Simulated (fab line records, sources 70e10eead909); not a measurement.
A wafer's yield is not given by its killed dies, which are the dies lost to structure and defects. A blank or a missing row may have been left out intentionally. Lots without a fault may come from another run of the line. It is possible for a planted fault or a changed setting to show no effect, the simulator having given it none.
fab line records + flow nandHarc
[record]
- lots = 13
- wafers = 39
- lastDay = 25
route steps=1159 shown A_CONTACT@905 END@1159
lots that met no fault: taken from a fault-free run of the same line
startH: the number of hours between the record's first day and the start of the first shown wafer of the lot + waitH: hours elapsed since this lot's preceding step + " the same as in the row above + L1.1+2: a single row standing in for several wafers + - no value, or no start given + * or withheld: withheld + < > ~ a bound
route shown NAME@n: a module of which the file shows steps, and the number in the route of the first + usual: mean/standard deviation of fault-free wafers + same: alike in all rows + chamber/n: place in a boat + sites: readings site by site + _std_site: the standard deviation of these + _edge_site: outer sites' mean less inner sites' + radiusMm: for every site, how far away it sits from the centre of the wafer + mask NAME#n: copy n + behind: the last tool/chamber to shape the wafer + hold: the reason the lot was held/the length of the hold in hours/how it ended + device: transistor that didn't switch, given as n, p or np + end of line: the tests these same wafers got at the end of their route + where a step has no rows: the recipe by itself + killed: dies that structure and defects cost at the first sort, which is not the same as the wafer's yield + map: per-die view of a wafer (x killed, . not killed, _ where there is no die)
set.NAME: the setting the step ran with; set.NAME@STEP: the setting that earlier step ran with + model.NAME: the simulator's own value behind a step, which no gauge read
one table for each step of the route and one row for each wafer, over a sample of lots
services: a tool's chamber out of use, with start hour (startH, from the record's first day; less than 0 if before it), hours out, and reason
[[steps]]
[step NHARC_A_CONTACT_ETCH_125]
[recipe]
- sourceW = withheld
- pressureMtorr = 20
- biasV = 1200
- timeS = 155
- targetDepthA = 9560
- arFlowSccm = withheld
- c4f8FlowSccm = withheld
- o2FlowSccm = withheld
- chemistry = C4F8/O2/Ar
[same]
- timeS = 155
| lot.wafer | tool          | chamber | startH | waitH | rfHoursCounterH |
|-----------|---------------|---------|--------|-------|-----------------|
| L643.2    | harCapEtch-02 | 1       | 391.25 | 0.2   | 12              |
| L643.4    | "             | 1       | "      | "     | -               |
| L643.6    | "             | 0       | "      | "     | -               |
| L645.2    | harCapEtch-02 | 1       | 403.34 | 0.2   | 14              |
| L645.4    | "             | 1       | "      | "     | -               |
| L645.5    | "             | 0       | "      | "     | -               |
| L647.1    | harCapEtch-01 | 0       | 419.43 | 0.2   | 63              |
| L647.6    | "             | 1       | "      | "     | -               |
| L647.5    | "             | 0       | "      | "     | -               |
| L648.1    | harCapEtch-03 | 1       | 420.87 | 0.2   | 87              |
| L648.3    | "             | 0       | "      | "     | -               |
| L648.5    | "             | 1       | "      | "     | -               |
| L649.2    | harCapEtch-02 | 1       | 430.17 | 0.2   | 19              |
| L649.4    | "             | 0       | "      | "     | -               |
| L649.5    | "             | 0       | "      | "     | -               |
| L650.1    | harCapEtch-03 | 1       | 431.93 | 0.2   | 90              |
| L650.4    | "             | 0       | "      | "     | -               |
| L650.6    | "             | 0       | "      | "     | -               |
| L646.2    | harCapEtch-01 | 1       | 438.42 | 0.2   | 68              |
| L646.1    | "             | 0       | "      | "     | 68              |
| L646.6    | "             | 0       | "      | "     | -               |
| L659.1    | harCapEtch-03 | 0       | 476.93 | 0.2   | 100             |
| L659.3    | "             | 0       | "      | "     | -               |
| L659.5    | "             | 1       | "      | "     | -               |
| L660.1    | harCapEtch-01 | 1       | 483.77 | 0.2   | 79              |
| L660.3    | "             | 0       | "      | "     | -               |
| L660.4    | "             | 1       | "      | "     | -               |
| L662.2    | harCapEtch-02 | 0       | 488.44 | 0.2   | 31              |
| L662.4    | "             | 0       | "      | "     | -               |
| L662.6    | "             | 1       | "      | "     | -               |
| L661.1    | harCapEtch-01 | 1       | 489.81 | 0.2   | 80              |
| L661.2    | "             | 0       | "      | "     | 80              |
| L661.5    | "             | 0       | "      | "     | -               |
| L663.1    | harCapEtch-02 | 1       | 504.82 | 0.2   | 34              |
| L663.2    | "             | 0       | "      | "     | 34              |
| L663.3    | "             | 1       | "      | "     | -               |
| L664.2    | harCapEtch-02 | 0       | 533.75 | 0.2   | 38              |
| L664.4    | "             | 0       | "      | "     | -               |
| L664.6    | "             | 0       | "      | "     | -               |
[step NHARC_A_CONTACT_ETCH_128]
[recipe]
- sourceW = withheld
- pressureMtorr = 20
- biasV = 1200
- timeS = 155
- targetDepthA = 9560
- arFlowSccm = withheld
- c4f8FlowSccm = withheld
- o2FlowSccm = withheld
- chemistry = C4F8/O2/Ar
[same]
- timeS = 155
| lot.wafer | tool          | chamber | startH | waitH | rfHoursCounterH |
|-----------|---------------|---------|--------|-------|-----------------|
| L643.2    | harCapEtch-02 | 1       | 391.69 | 0.1   | 12              |
| L643.4    | "             | 1       | "      | "     | -               |
| L643.6    | "             | 0       | "      | "     | -               |
| L645.2    | harCapEtch-02 | 1       | 403.77 | 0.1   | 14              |
| L645.4    | "             | 1       | "      | "     | -               |
| L645.5    | "             | 0       | "      | "     | -               |
| L647.1    | harCapEtch-01 | 0       | 420.00 | 0.2   | 64              |
| L647.6    | "             | 1       | "      | "     | -               |
| L647.5    | "             | 0       | "      | "     | -               |
| L648.1    | harCapEtch-03 | 1       | 421.29 | 0.1   | 87              |
| L648.3    | "             | 0       | "      | "     | -               |
| L648.5    | "             | 1       | "      | "     | -               |
| L649.2    | harCapEtch-02 | 1       | 430.59 | 0.1   | 19              |
| L649.4    | "             | 0       | "      | "     | -               |
| L649.5    | "             | 0       | "      | "     | -               |
| L650.1    | harCapEtch-03 | 1       | 432.36 | 0.1   | 90              |
| L650.4    | "             | 0       | "      | "     | -               |
| L650.6    | "             | 0       | "      | "     | -               |
| L646.2    | harCapEtch-01 | 1       | 438.84 | 0.1   | 69              |
| L646.1    | "             | 0       | "      | "     | 69              |
| L646.6    | "             | 0       | "      | "     | -               |
| L659.1    | harCapEtch-03 | 0       | 477.37 | 0.1   | 101             |
| L659.3    | "             | 0       | "      | "     | -               |
| L659.5    | "             | 1       | "      | "     | -               |
| L660.1    | harCapEtch-01 | 1       | 484.20 | 0.1   | 79              |
| L660.3    | "             | 0       | "      | "     | -               |
| L660.4    | "             | 1       | "      | "     | -               |
| L662.2    | harCapEtch-02 | 0       | 488.86 | 0.1   | 32              |
| L662.4    | "             | 0       | "      | "     | -               |
| L662.6    | "             | 1       | "      | "     | -               |
| L661.1    | harCapEtch-01 | 1       | 490.23 | 0.1   | 80              |
| L661.2    | "             | 0       | "      | "     | 80              |
| L661.5    | "             | 0       | "      | "     | -               |
| L663.1    | harCapEtch-02 | 1       | 505.25 | 0.1   | 34              |
| L663.2    | "             | 0       | "      | "     | 34              |
| L663.3    | "             | 1       | "      | "     | -               |
| L664.2    | harCapEtch-02 | 0       | 534.18 | 0.1   | 38              |
| L664.4    | "             | 0       | "      | "     | -               |
| L664.6    | "             | 0       | "      | "     | -               |
[step NHARC_A_CONTACT_STRIP_82]
[recipe]
- o2FlowSccm = 500
- arFlowSccm = 0
- biasW = 0
- chemistry = O2
[usual]
- drypumpMotorCurrentA = 5.9/0.44
- mfcArSccm = 0.003/0.0046
- oesProductAu = 1.003/0.0088
- rfVppV = 57.7/0.84
- showerheadPlenumPTorr = 3.50/0.096
- throttleValvePct = 17.036/0.0084
| lot.wafer | tool       | chamber | startH | waitH | drypumpMotorCurrentA | mfcArSccm | oesProductAu | rfHoursCounterH | rfVppV | showerheadPlenumPTorr | throttleValvePct |
|-----------|------------|---------|--------|-------|----------------------|-----------|--------------|-----------------|--------|-----------------------|------------------|
| L643.2    | rieDiel-11 | 1       | -      | -     | 6.6                  | 0.007     | 0.997        | 5               | 59.5   | 3.54                  | 17.033           |
| L643.6    | "          | 0       | "      | "     | 6.0                  | 0         | 1.002        | -               | 57.8   | 3.52                  | 17.030           |
| L643.4    | "          | 1       | "      | "     | 6.6                  | 0.007     | 0.991        | -               | 56.6   | 3.54                  | 17.029           |
| L645.2    | rieDiel-11 | 1       | -      | -     | 6.6                  | 0.007     | 0.997        | 7               | 58.1   | 3.54                  | 17.040           |
| L645.4    | "          | 2       | "      | "     | 5.3                  | 0         | 1.002        | 2               | 58.1   | 3.65                  | 17.026           |
| L645.5    | "          | 0       | "      | "     | 6.0                  | 0         | 0.994        | -               | 57.9   | 3.52                  | 17.045           |
| L647.1    | rieDiel-11 | 1       | -      | -     | 6.6                  | 0.007     | 0.996        | 9               | 57.6   | 3.54                  | 17.046           |
| L647.6    | "          | 3       | "      | "     | 6.0                  | 0         | 1.016        | -               | 58.0   | 3.44                  | 17.037           |
| L647.5    | "          | 0       | "      | "     | 6.1                  | 0         | 0.996        | -               | 58.8   | 3.52                  | 17.027           |
| L648.3    | rieDiel-11 | 3       | -      | -     | 6.0                  | 0         | 1.022        | 10              | 58.3   | 3.44                  | 17.037           |
| L648.1    | "          | 1       | "      | "     | 6.6                  | 0.007     | 1.009        | 10              | 59.5   | 3.54                  | 17.042           |
| L648.5    | "          | 2       | "      | "     | 5.3                  | 0         | 1.016        | -               | 57.4   | 3.65                  | 17.037           |
| L649.4    | rieDiel-08 | 0       | -      | -     | 6.3                  | 0         | 0.981        | 44              | 56.6   | 3.53                  | 17.046           |
| L649.2    | "          | 1       | "      | "     | 6.3                  | 0         | 1.018        | 45              | 55.4   | 3.31                  | 17.042           |
| L649.5    | "          | 1       | "      | "     | 6.3                  | 0         | 1.015        | -               | 58.3   | 3.31                  | 17.043           |
| L650.1    | rieDiel-11 | 0       | -      | -     | 6.0                  | 0         | 1.009        | 14              | 58.0   | 3.51                  | 17.040           |
| L650.4    | "          | 2       | "      | "     | 5.3                  | 0         | 1.000        | 9               | 57.0   | 3.65                  | 17.051           |
| L650.6    | "          | 1       | "      | "     | 6.6                  | 0.007     | 1.010        | -               | 57.1   | 3.54                  | 17.027           |
| L646.2    | rieDiel-11 | 3       | -      | -     | 6.0                  | 0         | 0.997        | 15              | 57.9   | 3.44                  | 17.028           |
| L646.1    | "          | 1       | "      | "     | 6.6                  | 0.007     | 0.999        | 15              | 56.9   | 3.54                  | 17.048           |
| L646.6    | "          | 3       | "      | "     | 6.0                  | 0         | 1.011        | -               | 56.8   | 3.44                  | 17.039           |
| L659.1    | rieDiel-11 | 0       | -      | -     | 6.0                  | 0         | 0.984        | 23              | 58.2   | 3.51                  | 17.047           |
| L659.3    | "          | 1       | "      | "     | 6.6                  | 0.007     | 1.015        | 24              | 57.1   | 3.53                  | 17.049           |
| L659.5    | "          | 1       | "      | "     | 6.6                  | 0.007     | 1.005        | -               | 59.0   | 3.53                  | 17.035           |
| L660.3    | rieDiel-13 | 1       | -      | -     | 5.2                  | 0.002     | 0.997        | 12              | 58.2   | 3.42                  | 17.028           |
| L660.1    | "          | 3       | "      | "     | 5.6                  | 0         | 0.988        | 9               | 56.9   | 3.41                  | 17.022           |
| L660.4    | "          | 0       | "      | "     | 5.5                  | 0.014     | 0.972        | 10              | 56.7   | 3.33                  | 17.034           |
| L662.2    | rieDiel-08 | 0       | -      | -     | 6.3                  | 0         | 0.987        | 0               | 57.5   | 3.52                  | 17.050           |
| L662.4    | "          | 3       | "      | "     | 5.8                  | 0         | 1.012        | 0               | 57.9   | 3.44                  | 17.036           |
| L662.6    | "          | 0       | "      | "     | 6.3                  | 0         | 0.998        | -               | 58.1   | 3.52                  | 17.047           |
| L661.2    | rieDiel-08 | 1       | -      | -     | 6.3                  | 0         | 1.007        | 0               | 58.2   | 3.30                  | 17.032           |
| L661.1    | "          | 0       | "      | "     | 6.3                  | 0         | 0.990        | 0               | 56.9   | 3.52                  | 17.021           |
| L661.5    | "          | 1       | "      | "     | 6.3                  | 0         | 1.018        | -               | 58.8   | 3.30                  | 17.031           |
| L663.1    | rieDiel-11 | 1       | -      | -     | 6.6                  | 0.007     | 1.018        | 28              | 57.4   | 3.53                  | 17.020           |
| L663.2    | "          | 2       | "      | "     | 5.3                  | 0         | 1.000        | 24              | 58.9   | 3.64                  | 17.046           |
| L663.3    | "          | 0       | "      | "     | 6.0                  | 0         | 1.004        | 28              | 58.7   | 3.50                  | 17.033           |
| L664.4    | rieDiel-11 | 0       | -      | -     | 6.0                  | 0         | 1.001        | 33              | 56.4   | 3.50                  | 17.043           |
| L664.2    | "          | 1       | "      | "     | 6.6                  | 0.007     | 1.008        | 33              | 56.5   | 3.52                  | 17.014           |
| L664.6    | "          | 2       | "      | "     | 5.3                  | 0         | 1.018        | -               | 58.1   | 3.64                  | 17.033           |
[step NHARC_A_CONTACT_DEP_85]
[recipe]
- targetThkA = 500
- targetThkNm = 50
- tempC = 400
- pressureTorr = 3.5
- flowSccm = 200
- rfW = 350
- material = SiON
[usual]
- chamberPressureTorr = 3.499/0.0075
- heaterPowerOuterW = 467/74
- heaterPowerW = 770/120
| lot.wafer | tool     | chamber | startH | waitH | chamberPressureTorr | heaterPowerOuterW | heaterPowerW |
|-----------|----------|---------|--------|-------|---------------------|-------------------|--------------|
| L643.2    | pecvd-02 | 2       | 395.68 | 0.9   | 3.509               | 396               | 639          |
| L643.6    | "        | 1       | "      | "     | 3.506               | 498               | 820          |
| L643.4    | "        | 0       | "      | "     | 3.508               | 528               | 870          |
| L645.2    | pecvd-03 | 1       | 407.67 | 0.9   | 3.502               | 424               | 726          |
| L645.4    | "        | 0       | "      | "     | 3.484               | 554               | 940          |
| L645.5    | "        | 1       | "      | "     | 3.505               | 415               | 728          |
| L647.1    | pecvd-03 | 0       | 424.27 | 1.1   | 3.500               | 634               | 1005         |
| L647.6    | "        | 2       | "      | "     | 3.503               | 410               | 686          |
| L647.5    | "        | 0       | "      | "     | 3.492               | 621               | 1036         |
| L648.3    | pecvd-03 | 0       | 426.62 | 0.6   | 3.483               | 560               | 945          |
| L648.1    | "        | 1       | "      | "     | 3.487               | 388               | 669          |
| L648.5    | "        | 1       | "      | "     | 3.493               | 386               | 663          |
| L649.2    | pecvd-04 | 1       | 437.44 | 1.0   | 3.493               | 455               | 736          |
| L649.5    | "        | 1       | "      | "     | 3.493               | 476               | 757          |
| L649.4    | "        | 2       | "      | "     | 3.501               | 542               | 907          |
| L650.1    | pecvd-03 | 1       | 437.50 | 1.2   | 3.490               | 402               | 711          |
| L650.4    | "        | 2       | "      | "     | 3.498               | 481               | 770          |
| L650.6    | "        | 0       | "      | "     | 3.506               | 646               | 1065         |
| L646.2    | pecvd-04 | 2       | 443.01 | 0.9   | 3.501               | 543               | 900          |
| L646.1    | "        | 0       | "      | "     | 3.492               | 442               | 670          |
| L646.6    | "        | 0       | "      | "     | 3.493               | 338               | 533          |
| L659.1    | pecvd-02 | 0       | 482.39 | 1.1   | -                   | -                 | -            |
| L659.3    | "        | 1       | "      | "     | -                   | -                 | -            |
| L659.5    | "        | 2       | "      | "     | -                   | -                 | -            |
| L660.3    | pecvd-03 | 1       | 490.88 | 0.7   | -                   | -                 | -            |
| L660.1    | "        | 0       | "      | "     | -                   | -                 | -            |
| L660.4    | "        | 2       | "      | "     | -                   | -                 | -            |
| L662.2    | pecvd-03 | 2       | 492.95 | 0.9   | 3.505               | 484               | 759          |
| L662.4    | "        | 0       | "      | "     | 3.490               | 475               | 830          |
| L662.6    | "        | 2       | "      | "     | 3.500               | 497               | 763          |
| L661.2    | pecvd-02 | 0       | 494.13 | 0.8   | 3.503               | 481               | 806          |
| L661.1    | "        | 1       | "      | "     | 3.489               | 537               | 874          |
| L661.5    | "        | 1       | "      | "     | 3.488               | 519               | 905          |
| L663.3    | pecvd-02 | 0       | 509.10 | 0.6   | 3.517               | 468               | 809          |
| L663.2    | "        | 1       | "      | "     | 3.508               | 504               | 865          |
| L663.1    | "        | 2       | "      | "     | 3.493               | 355               | 565          |
| L664.2    | pecvd-04 | 0       | 541.78 | 0.9   | 3.506               | 421               | 648          |
| L664.4    | "        | 1       | "      | "     | 3.497               | 482               | 767          |
| L664.6    | "        | 1       | "      | "     | 3.498               | 491               | 781          |
[step NHARC_END_SORT_01]
[recipe]
- tempC = 25
[usual]
- killedAtArray = 26/10
- killedAtOther = 0.8/1.1
- killedAtPeriphery = 3.3/2.6
- killedDies = 30/11
- killedOpen = 3.4/1.8
- killedShort = 2.0/1.3
[same]
- grossDies = 677
| lot.wafer | tool      | chamber | startH | waitH | killedAtArray | killedAtOther | killedAtPeriphery | killedDies | killedOpen | killedShort |
|-----------|-----------|---------|--------|-------|---------------|---------------|-------------------|------------|------------|-------------|
| L660.1    | prober-01 | 0       | 548.30 | 2.5   | 673           | 2             | 2                 | 677        | 3          | 1           |
| L660.3    | prober-01 | 0       | 549.90 | 3.1   | 673           | 2             | 2                 | 677        | 2          | 1           |
| L660.4    | prober-01 | 0       | 550.71 | 3.4   | 676           | 1             | 0                 | 677        | 4          | 2           |
| L659.1    | prober-01 | 0       | 556.09 | 2.5   | 675           | 0             | 2                 | 677        | 1          | 0           |
| L659.3    | prober-01 | 0       | 557.68 | 3.1   | 676           | 0             | 1                 | 677        | 5          | 0           |
| L659.5    | prober-01 | 0       | 559.27 | 3.7   | 673           | 1             | 3                 | 677        | 3          | 3           |
// killed by level:class
L660.1 A_CONTACT:areaDep=642 A_SLIT:chamberFilmFlake=17 A_CHANNEL_HOLE_D1:chamberFilmFlake=7 P_GATE:chamberFilmFlake=2 A_STAIRCASE:chamberFilmFlake=2 THIN_TSV:chamberFilmFlake=2 A_ONON_D1:geometricParticle:open=1 A_SLIT:geometricParticle:short=1
L660.3 A_CONTACT:areaDep=638 A_SLIT:chamberFilmFlake=18 A_CHANNEL_HOLE_D1:chamberFilmFlake=8 A_CONTACT:chamberFilmFlake=4 A_STAIRCASE:chamberFilmFlake=3 P_M1:geometricParticle:open=1 A_WL_FILL:geometricParticle:open=1 P_STI:chamberFilmFlake=1
L660.4 A_CONTACT:areaDep=641 A_SLIT:chamberFilmFlake=16 A_CHANNEL_HOLE_D1:chamberFilmFlake=13 A_CONTACT:geometricParticle:open=2 A_SGD_CUT:geometricParticle:open=1 A_WL_FILL:geometricParticle:short=1 A_BLC:geometricParticle:open=1 A_M1:geometricParticle:short=1
L659.1 A_CONTACT:areaDep=665 A_CHANNEL_HOLE_D1:chamberFilmFlake=5 A_CONTACT:chamberFilmFlake=3 A_CONTACT:geometricParticle:open=1 P_ZERO_WELL:chamberFilmFlake=1 P_GATE:chamberFilmFlake=1 A_SLIT:chamberFilmFlake=1
L659.3 A_CONTACT:areaDep=659 A_CHANNEL_HOLE_D1:chamberFilmFlake=10 A_CONTACT:geometricParticle:open=3 A_ONON_D1:geometricParticle:open=1 A_CHANNEL_FILL_D1:geometricParticle:open=1 P_BONDPAD:chamberFilmFlake=1 A_CHANNEL_FILL_D1:chamberFilmFlake=1 A_CONTACT:chamberFilmFlake=1
L659.5 A_CONTACT:areaDep=652 A_CHANNEL_HOLE_D1:chamberFilmFlake=7 A_CONTACT:chamberFilmFlake=7 A_CHANNEL_FILL_D1:geometricParticle:open=2 P_GATE:chamberFilmFlake=2 A_ONON_D1:geometricParticle:short=1 A_CHANNEL_FILL_D1:geometricParticle:short=1 A_WL_FILL:geometricParticle:short=1
[[services]]
| tool       | chamber | startH | hours | kind   |
|------------|---------|--------|-------|--------|
| rieDiel-11 | 0       | 375.63 | -     | clean  |
| rieDiel-11 | 1       | 375.63 | -     | clean  |
| rieDiel-11 | 2       | 375.63 | -     | clean  |
| rieDiel-11 | 3       | 375.63 | -     | clean  |
| pecvd-04   | -       | 376.12 | 13.0  | pm     |
| rieDiel-11 | 2       | 386.94 | 17.8  | repair |
| rieDiel-11 | 0       | 400.22 | -     | clean  |
| rieDiel-11 | 1       | 400.22 | -     | clean  |
| rieDiel-11 | 3       | 400.22 | -     | clean  |
| rieDiel-13 | 3       | 406.65 | 3.8   | repair |
| rieDiel-08 | 1       | 406.89 | 2.9   | repair |
| rieDiel-11 | 0       | 424.72 | -     | clean  |
| rieDiel-11 | 1       | 424.72 | -     | clean  |
| rieDiel-11 | 2       | 424.72 | -     | clean  |
| rieDiel-11 | 3       | 424.72 | -     | clean  |
| rieDiel-13 | 1       | 434.77 | 22.8  | repair |
| rieDiel-11 | 0       | 437.48 | 8.0   | repair |
| rieDiel-11 | 0       | 449.22 | -     | clean  |
| rieDiel-13 | -       | 453.66 | 9.0   | pm     |
| pecvd-03   | -       | 473.00 | 13.0  | pm     |
| rieDiel-08 | -       | 478.84 | 9.0   | pm     |
| rieDiel-13 | 0       | 490.67 | 14.3  | repair |
| pecvd-02   | -       | 515.24 | 13.0  | pm     |
| pecvd-04   | 2       | 539.23 | 5.6   | repair |
[[key]]
[firstSign]
- step = NHARC_A_CONTACT_DEP_85
- reading = toolRecord
- direction = missing
[effect]
- step = NHARC_END_SORT_01
- reading = killedAtArray
- direction = up
- sigmas = 62
- usual = 26
- struck = 674
[moreKillsBornAt]
- NHARC_A_CONTACT_DEP_85@pecvd-02 = 1976
- NHARC_A_CONTACT_DEP_85@pecvd-03 = 1921
metAt NHARC_A_CONTACT_DEP_85
struckLots L659,L660
laterRowsLeftOut L659.1,L659.3,L659.5,L660.1,L660.3,L660.4
testerLeftOut L659,L660
notActingAt NHARC_A_CONTACT_ETCH_125,NHARC_A_CONTACT_ETCH_128,NHARC_A_CONTACT_STRIP_82
onsetBetween 437.50 482.39
[fault]
- kind = skippedStepWhole
- tool = pecvd-02,pecvd-03
- chamber = -
- onsetH = 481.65
- steps = NHARC_A_CONTACT_DEP_85
- scope = struckLotsOnly
// testerLeftOut: of these lots the tester's yield and bins aren't shown, on N5 and GAA mostly nor the transistor test; their killed dies are dies lost to structure and defects alone, not to doping, threshold or leakage, so they don't give the yield
// laterRowsLeftOut: the simulator's readings of these wafers behind a module that went badly wrong aren't trusted and aren't shown, but for the sort
